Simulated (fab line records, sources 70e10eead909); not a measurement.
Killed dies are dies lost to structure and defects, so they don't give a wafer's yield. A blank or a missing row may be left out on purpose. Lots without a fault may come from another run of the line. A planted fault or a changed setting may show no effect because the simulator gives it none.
Tool commonality check | flow nand_harc | 12 lots, 36 wafers sampled

WHY IT WAS OPENED
At NHARC_P_GATE_CD_MEAS_59 the reading cd_nm is flagged on 2 of 12 lots. Wafers without a fault read 719.5 nm, standard deviation 2.
Rule: a lot is flagged when every wafer of it that has a number lies more than 4 standard deviations from that mean, or none has a number. The other lots count as sound.

lot  | measured     | on        | cd_nm (nm), wafer by wafer | flag
L150 | day 6 01:37  | cd_sem-02 | 719.6 716.7 718.4          |
L151 | day 6 02:55  | cd_sem-01 | 719.6 723.9 722.5          |
L153 | day 6 07:59  | cd_sem-01 | 719.7 722.2 721.2          |
L152 | day 6 08:14  | cd_sem-02 | 718.9 720.4 719.6          |
L156 | day 7 01:59  | cd_sem-03 | 719.5 718.2 722.4          |
L154 | day 7 02:31  | cd_sem-03 | 720.0 722.4 723.4          |
L157 | day 7 13:05  | cd_sem-02 | 719.4 719.1 723.5          |
L158 | day 7 13:34  | cd_sem-02 | 720.0 721.1 717.0          |
L159 | day 8 14:29  | cd_sem-03 | 714.8 715.1 717.9          |
L167 | day 9 20:15  | cd_sem-01 | 645.9 646.3 651.9          | FLAGGED
L166 | day 9 21:19  | cd_sem-02 | 649.9 649.4 647.3          | FLAGGED
L170 | day 10 20:42 | cd_sem-01 | 719.6 719.7 718.7          |
The numbers of the flagged lots are 648.4 nm on average: -71.1 nm against the usual, or -36 standard deviations.

WHICH TOOL RAN EACH LOT
The record holds 3 process steps before the reading, out of a route of 1159 steps. In each cell: the tool, then ch and the chambers that the sampled wafers went through, then the start.
lot  | flag    | NHARC_P_GATE_ETCH_32            | NHARC_P_GATE_DESCUM_48            | NHARC_P_GATE_PEB_57
L150 |         | rie_si-04 ch 1,2,3, day 5 12:23 | rie_diel-02 ch 0,2,3, day 6 00:03 | litho_track-02 ch 0, day 6 01:32
L151 |         | rie_si-02 ch 1,3, day 5 13:56   | rie_diel-08 ch 1,2, day 6 01:28   | litho_track-05 ch 0, day 6 02:50
L153 |         | rie_si-02 ch 0,2,3, day 5 19:01 | rie_diel-02 ch 0,1,2, day 6 06:24 | litho_track-05 ch 0, day 6 07:54
L152 |         | rie_si-04 ch 0,1,3, day 5 19:29 | rie_diel-04 ch 0,2,3, day 6 06:48 | litho_track-02 ch 0, day 6 08:09
L156 |         | rie_si-06 ch 0,1,2, day 6 12:58 | rie_diel-02 ch 0,1,2, day 7 00:25 | litho_track-07 ch 0, day 7 01:54
L154 |         | rie_si-02 ch 0,1,2, day 6 13:34 | rie_diel-02 ch 1,2, day 7 01:02   | litho_track-07 ch 0, day 7 02:25
L157 |         | rie_si-02 ch 0,3, day 7 00:10   | rie_diel-04 ch 0,1,3, day 7 11:38 | litho_track-07 ch 0, day 7 12:59
L158 |         | rie_si-06 ch 0,1,3, day 7 00:10 | rie_diel-04 ch 0,1, day 7 11:48   | litho_track-02 ch 0, day 7 13:29
L159 |         | rie_si-06 ch 0,1, day 8 01:07   | rie_diel-08 ch 0,2,3, day 8 12:49 | litho_track-02 ch 0, day 8 14:23
L167 | FLAGGED | rie_si-02 ch 1,2,3, day 9 07:11 | rie_diel-02 ch 1,2, day 9 18:39   | litho_track-05 ch 0, day 9 20:09
L166 | FLAGGED | rie_si-04 ch 1,2, day 9 08:28   | rie_diel-02 ch 0,2, day 9 19:47   | litho_track-05 ch 0, day 9 21:13
L170 |         | rie_si-04 ch 2,3, day 10 07:46  | rie_diel-02 ch 0,3, day 10 19:07  | litho_track-02 ch 0, day 10 20:37
What these steps do:
- NHARC_P_GATE_ETCH_32: etches the open film in HBr/Cl2, target depth 150 nm, time 100.1 s.
- NHARC_P_GATE_DESCUM_48: chemistry O2, time 3 s.
- NHARC_P_GATE_PEB_57: peb time 85 s.
- NHARC_P_GATE_CD_MEAS_59: target cd 720 nm.

FLAGGED OVER TOTAL, TOOL BY TOOL (the gauges that took the reading come last)
step                    | tool           | lots run | flagged | share of the flagged lots | sound lots run after its first flagged lot
NHARC_P_GATE_ETCH_32    | rie_si-02      | 5        | 1       | some                      | 0
NHARC_P_GATE_ETCH_32    | rie_si-04      | 4        | 1       | some                      | 1 (L170)
NHARC_P_GATE_ETCH_32    | rie_si-06      | 3        | 0       | none                      | -
NHARC_P_GATE_DESCUM_48  | rie_diel-02    | 7        | 2       | all                       | 1 (L170)
NHARC_P_GATE_DESCUM_48  | rie_diel-04    | 3        | 0       | none                      | -
NHARC_P_GATE_DESCUM_48  | rie_diel-08    | 2        | 0       | none                      | -
NHARC_P_GATE_PEB_57     | litho_track-02 | 5        | 0       | none                      | -
NHARC_P_GATE_PEB_57     | litho_track-05 | 4        | 2       | all                       | 0
NHARC_P_GATE_PEB_57     | litho_track-07 | 3        | 0       | none                      | -
NHARC_P_GATE_CD_MEAS_59 | cd_sem-01      | 4        | 1       | some                      | 1 (L170)
NHARC_P_GATE_CD_MEAS_59 | cd_sem-02      | 5        | 1       | some                      | 0
NHARC_P_GATE_CD_MEAS_59 | cd_sem-03      | 3        | 0       | none                      | -

WHAT THE TABLE ALLOWS
2 rows of the table ran every flagged lot: rie_diel-02 at NHARC_P_GATE_DESCUM_48, litho_track-05 at NHARC_P_GATE_PEB_57.
- rie_diel-02 at NHARC_P_GATE_DESCUM_48: 2 of its 7 lots flagged. Sound lots ran on it after the first flagged one (L170), which a lasting fault on the whole tool wouldn't allow.
- litho_track-05 at NHARC_P_GATE_PEB_57: 2 of its 4 lots flagged. Its last sound lot is L153 (day 6 07:54), its first flagged lot L167 (day 9 20:09): a fault that began between those two fits. Its own readings lie more than 4 standard deviations out on every wafer of the flagged lots: heater_power_total_W, plate_temp_C.
One tool is left: litho_track-05 at NHARC_P_GATE_PEB_57.

WHAT THE SIMULATOR HAD PUT IN
Process parameter drift: litho_track-05, from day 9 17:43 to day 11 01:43, at NHARC_P_GATE_PEB_57. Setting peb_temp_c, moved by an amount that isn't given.
Lots struck among those shown: L167, L166. The rule above found the same.
